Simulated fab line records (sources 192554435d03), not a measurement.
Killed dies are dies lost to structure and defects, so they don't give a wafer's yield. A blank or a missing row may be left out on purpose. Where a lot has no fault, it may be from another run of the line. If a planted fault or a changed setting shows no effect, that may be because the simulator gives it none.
Which tool was responsible? | flow n5Finfet | 72 wafers from 24 lots sampled at 3 of the route's 1938 steps

== WHAT THE GAUGES SHOWED, per wafer ==
N5_PMOS_HMC_CHANNEL_EPI_INSPECT_30: inspects for defects (darkfield).
lot  | measured    | on               | rawDefectCount
L074 | day 1 19:50 | defectInspect-01 | 11 12 10
L075 | day 2 03:30 | defectInspect-01 | 17 26 14
L076 | day 2 09:05 | defectInspect-02 | 24 18 31
L077 | day 2 14:41 | defectInspect-01 | 37 27 26
L078 | day 2 21:09 | defectInspect-01 | 18 11 25
L079 | day 3 03:32 | defectInspect-02 | 25 14 25
L080 | day 3 08:38 | defectInspect-02 | 24 31 20
L081 | day 3 15:43 | defectInspect-02 | 17 17 16
L082 | day 3 21:45 | defectInspect-02 | 20 25 17
L083 | day 4 02:05 | defectInspect-01 | 17 20 15
L084 | day 4 09:31 | defectInspect-02 | 15 15 9
L085 | day 4 14:14 | defectInspect-01 | 13 25 14
L086 | day 4 20:01 | defectInspect-01 | 20 15 30
L087 | day 5 02:35 | defectInspect-02 | 24 8 12
L088 | day 5 08:31 | defectInspect-02 | 19 9 14
L089 | day 5 14:23 | defectInspect-02 | 15 16 18
L090 | day 5 20:15 | defectInspect-02 | 48 19 16
L091 | day 6 02:09 | defectInspect-02 | 17 21 28
L092 | day 6 08:10 | defectInspect-01 | 14 12 13
L093 | day 6 13:52 | defectInspect-02 | 12 25 25
L094 | day 6 20:24 | defectInspect-02 | 16 22 27
L095 | day 7 01:41 | defectInspect-01 | 26 11 15
L096 | day 7 08:53 | defectInspect-01 | 17 12 26
L097 | day 7 14:08 | defectInspect-01 | 20 29 11

N5_FIN_SAQP_CD_MEAS_27 targets a cd of 20 nm.
lot  | measured    | on       | cdNm (nm)
L074 | day 1 23:46 | cdSem-02 | 20.61 20.41 20.32
L075 | day 2 07:04 | cdSem-02 | 20.19 20.41 20.40
L076 | day 2 12:52 | cdSem-03 | 20.11 20.29 20.24
L077 | day 2 18:19 | cdSem-02 | 20.51 20.11 20.49
L078 | day 3 01:17 | cdSem-02 | 20.59 20.71 20.78
L079 | day 3 09:26 | cdSem-02 | 20.12 20.25 20.31
L080 | day 3 15:14 | cdSem-03 | 20.18 19.91 20.40
L081 | day 3 19:18 | cdSem-01 | 20.16 20.27 20.15
L082 | day 4 01:16 | cdSem-02 | 20.87 20.39 20.35
L083 | day 4 05:37 | cdSem-02 | 20.24 20.53 20.46
L084 | day 4 13:34 | cdSem-03 | 20.38 20.45 20.41
L085 | day 4 18:46 | cdSem-02 | 19.72 20.22 20.41
L086 | day 5 01:17 | cdSem-02 | 20.31 19.43 20.44
L087 | day 5 07:24 | cdSem-01 | 20.13 20.10 20.48
L088 | day 5 12:40 | cdSem-02 | 20.16 20.28 20.16
L089 | day 5 19:21 | cdSem-03 | 20.65 20.38 20.40
L090 | day 5 23:45 | cdSem-02 | 20.19 20.31 20.18
L091 | day 6 05:50 | cdSem-03 | 20.65 20.19 20.10
L092 | day 6 11:46 | cdSem-01 | 20.37 20.64 20.44
L093 | day 6 17:28 | cdSem-02 | 19.97 20.68 20.38
L094 | day 7 00:42 | cdSem-02 | 20.12 20.62 20.63
L095 | day 7 05:23 | cdSem-02 | 20.33 20.27 20.31
L096 | day 7 12:43 | cdSem-03 | 20.44 20.45 20.06
L097 | day 7 18:34 | cdSem-03 | 20.32 20.23 20.40

== EACH LOT AND THE TOOL THAT RAN IT (in order: tool; ch and the chambers of the sampled wafers; start) ==
lot  | N5_FIN_SAQP_PECVD_47
L074 | pecvd-01 ch 0,1, day 1 20:30
L075 | pecvd-03 ch 0,1, day 2 04:14
L076 | pecvd-03 ch 0,1, day 2 09:47
L077 | pecvd-01 ch 0,2, day 2 15:27
L078 | pecvd-03 ch 0,1, day 2 21:56
L079 | pecvd-01 ch 0,1,2, day 3 05:17
L080 | pecvd-03 ch 0,1,2, day 3 09:50
L081 | pecvd-03 ch 0,1,2, day 3 16:38
L082 | pecvd-03 ch 0,1,2, day 3 22:33
L083 | pecvd-02 ch 0,1,2, day 4 02:44
L084 | pecvd-03 ch 0,2, day 4 10:11
L085 | pecvd-01 ch 0,2, day 4 15:58
L086 | pecvd-01 ch 1,2, day 4 21:17
L087 | pecvd-01 ch 1,2, day 5 04:17
L088 | pecvd-01 ch 1, day 5 09:37
L089 | pecvd-01 ch 1,2, day 5 15:07
L090 | pecvd-03 ch 0,1,2, day 5 20:58
L091 | pecvd-01 ch 1,2, day 6 03:08
L092 | pecvd-03 ch 0,1,2, day 6 08:52
L093 | pecvd-02 ch 0,1, day 6 14:32
L094 | pecvd-03 ch 0,1, day 6 21:05
L095 | pecvd-03 ch 0,1,2, day 7 02:28
L096 | pecvd-02 ch 0,1,2, day 7 09:37
L097 | pecvd-03 ch 0,1,2, day 7 15:40
- N5_FIN_SAQP_PECVD_47: deposits a-Si from SiH4/He, target thk 45 nm, time 36.3 s.

== AS READ BY THE TOOLS THEMSELVES (means over the sampled wafers that have a number; for cases with no such wafer, the mark the record gives instead) ==
N5_FIN_SAQP_PECVD_47.
lot  | tool     | heaterPowerW (W) | showerheadPlenumPTorr (Torr) | throttleValvePct (%)
L074 | pecvd-01 | 881              | 5.74                         | 18.4
L075 | pecvd-03 | 825              | 5.69                         | 17.9
L076 | pecvd-03 | 864              | 5.69                         | 18.0
L077 | pecvd-01 | 872              | 5.73                         | 18.6
L078 | pecvd-03 | 917              | 5.69                         | 18.0
L079 | pecvd-01 | 819              | 5.73                         | 19.5
L080 | pecvd-03 | 835              | 5.69                         | 17.7
L081 | pecvd-03 | 874              | 5.68                         | 17.6
L082 | pecvd-03 | 840              | 5.70                         | 17.8
L083 | pecvd-02 | 832              | 5.68                         | 18.9
L084 | pecvd-03 | 853              | 5.64                         | 17.4
L085 | pecvd-01 | 853              | 5.73                         | 18.7
L086 | pecvd-01 | 735              | 5.71                         | 20.4
L087 | pecvd-01 | 806              | 5.72                         | 20.4
L088 | pecvd-01 | 832              | 5.72                         | 20.3
L089 | pecvd-01 | 780              | 5.71                         | 20.3
L090 | pecvd-03 | 838              | 5.69                         | 17.6
L091 | pecvd-01 | 758              | 5.71                         | 20.4
L092 | pecvd-03 | 879              | 5.69                         | 17.7
L093 | pecvd-02 | 847              | 5.70                         | 18.7
L094 | pecvd-03 | 921              | 5.69                         | 17.9
L095 | pecvd-03 | 825              | 5.68                         | 17.7
L096 | pecvd-02 | 780              | 5.67                         | 18.9
L097 | pecvd-03 | 855              | 5.69                         | 17.7

== THE ANSWER, worked out from the rows above alone ==
Rule: what is usual is taken from the lots themselves. The widest of any qualifying gaps counts: lots, ordered by their means at a reading, are off when they make up no more than a third of the lots, leave a main group of 4 or more, and stand apart from it by 3 or more times the standard deviation of that group's means. A main group is skipped when, at the precision printed for the reading in the tables above, its means are all equal. Also off: a lot with no number at a reading for which 4 or more lots have one. Any other lot the step has rows for is counted as sound. After the gauges, taken in route order, come the tools' own readings; for these a lot's mean is taken, as printed above. The first step at which some lot is off is used, and at that step the reading that is off furthest; a lot without a number counts as furthest.
No lot is off on any of the readings shown, so nothing can be concluded from this.

== WHAT THE SIMULATOR HAD PUT IN ==
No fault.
